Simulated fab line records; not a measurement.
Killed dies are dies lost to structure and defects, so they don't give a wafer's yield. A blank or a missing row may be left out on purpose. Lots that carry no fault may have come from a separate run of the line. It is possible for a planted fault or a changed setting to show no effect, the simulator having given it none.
3 desks, one fault :: flow n5 finfet :: every desk sees just its own numbers, and what lay behind them comes last

== THE DEFECT DESK ==
Lot by lot, what the route's inspections counted, given as the mean of those sampled wafers with a number. Marked OUT: a lot whose mean sits more than 4 standard deviations from the usual mean, which makes it out of limits; the brackets give that distance.
Columns: A = raw defect count at N5_HKMG_FIN_INSPECT_28, usual 39
lot: L557
first seen here: day 4 13:37
A: 77

lot: L558
first seen here: day 4 21:22
A: 64

lot: L559
first seen here: day 5 04:02
A: 52

lot: L560
first seen here: day 5 05:44
A: 30

lot: L561
first seen here: day 5 18:38
A: 37

lot: L562
first seen here: day 5 22:38
A: 29

lot: L567
first seen here: day 7 04:08
A: 26

lot: L568
first seen here: day 7 06:37
A: 31

lot: L575
first seen here: day 9 01:59
A: 26

lot: L576
first seen here: day 9 09:02
A: 36

lot: L577
first seen here: day 9 13:12
A: 56
This desk's finding: nothing out of limits on any of the 11 lots.

== METROLOGY DESK ==
What the gauges read for every lot (on any tool): the sampled wafers with a number, averaged. Marked OUT: a lot whose mean sits more than 4 standard deviations from the usual mean, which makes it out of limits; the brackets give that distance. Readings shown: 7 of its 10, picked as those furthest out on some lot.
Columns: A = DIBL_N at N5_BEOL_M4_RC_MEAS_101, usual 36.5 mV/V; B = IOFF_N at N5_BEOL_M4_RC_MEAS_101, usual 0.17 nA/um; C = ION_P at N5_BEOL_M4_RC_MEAS_101, usual 462 uA/um; D = SS_N at N5_BEOL_M4_RC_MEAS_101, usual 71.7 mV/dec; E = SS_P at N5_BEOL_M4_RC_MEAS_101, usual 73.4 mV/dec; F = VT_N at N5_BEOL_M4_RC_MEAS_101, usual 249 mV; G = VT_P at N5_BEOL_M4_RC_MEAS_101, usual -251 mV
lot: L557
first seen here: day 8 17:21
A: 38.0
B: 0.18
C: 460
D: 71.4
E: 74.1
F: 247
G: -250

lot: L560
first seen here: day 9 01:02
A: 34.3
B: 0.15
C: 468
D: 70.7
E: 73.2
F: 250
G: -248

lot: L558
first seen here: day 9 12:31
A: 39.4
B: 0.22
C: 463
D: 72.2
E: 73.8
F: 246
G: -252

lot: L559
first seen here: day 9 16:39
A: 34.1
B: 0.15
C: 468
D: 71.2
E: 73.0
F: 251
G: -250

lot: L561
first seen here: day 9 17:25
A: 37.5
B: 0.19
C: 464
D: 71.9
E: 73.6
F: 247
G: -250

lot: L562
first seen here: day 9 21:43
A: 37.7
B: 0.17
C: 457
D: 71.6
E: 73.5
F: 250
G: -252

lot: L567
first seen here: day 12 10:33
A: 35.4
B: 0.12
C: 454
D: 71.3
E: 72.4
F: 255
G: -253

lot: L568
first seen here: day 12 12:31
A: 38.6
B: 0.17
C: 460
D: 71.9
E: 73.9
F: 250
G: -253

lot: L575
first seen here: day 13 10:16
A: 35.3
B: 0.17
C: 463
D: 72.2
E: 72.8
F: 250
G: -253

lot: L577
first seen here: day 13 20:20
A: 35.8
B: 0.16
C: 458
D: 71.3
E: 73.2
F: 249
G: -255

lot: L576
first seen here: day 14 06:35
A: 37.0
B: 0.17
C: 466
D: 71.8
E: 73.7
F: 249
G: -250
This desk's finding: nothing out of limits on any of the 11 lots.

== FOR THE TOOL OWNER'S DESK: cvd w-01 ==
The tool's own readings at N5_HKMG_FIN_ALD_72 (deposits W, target thk 2 nm, pulse time 1 s, purge time 2 s): means of the sampled wafers that have a number, for each lot that ran on this tool. Marked OUT: a lot whose mean sits more than 4 standard deviations from the usual mean, which makes it out of limits; the brackets give that distance.
Columns: A = heater power w at N5_HKMG_FIN_ALD_72, usual 473 W; B = precursor pulse height rel at N5_HKMG_FIN_ALD_72, usual 1.001
lot: L557
first seen here: day 4 12:44
A: 442
B: 1.003

lot: L560
first seen here: day 5 04:52
A: 405
B: 1.018

lot: L561
first seen here: day 5 17:44
A: 406
B: 1.011

lot: L567
first seen here: day 7 03:15
A: 458
B: 1.022

lot: L568
first seen here: day 7 05:41
A: 481
B: 0.990

lot: L575
first seen here: day 9 01:07
A: 522
B: 0.999

lot: L576
first seen here: day 9 08:10
A: 447
B: 0.998

lot: L577
first seen here: day 9 12:20
A: 417
B: 0.999
This desk's finding: nothing out of limits on any of the 8 lots.

== BROUGHT TOGETHER ==
Nothing the defect desk looked at was out of limits.
The metrology desk saw nothing out of limits.
The desk of the tool owner found nothing out of limits.

== WHAT THE SIMULATOR PUT IN ==
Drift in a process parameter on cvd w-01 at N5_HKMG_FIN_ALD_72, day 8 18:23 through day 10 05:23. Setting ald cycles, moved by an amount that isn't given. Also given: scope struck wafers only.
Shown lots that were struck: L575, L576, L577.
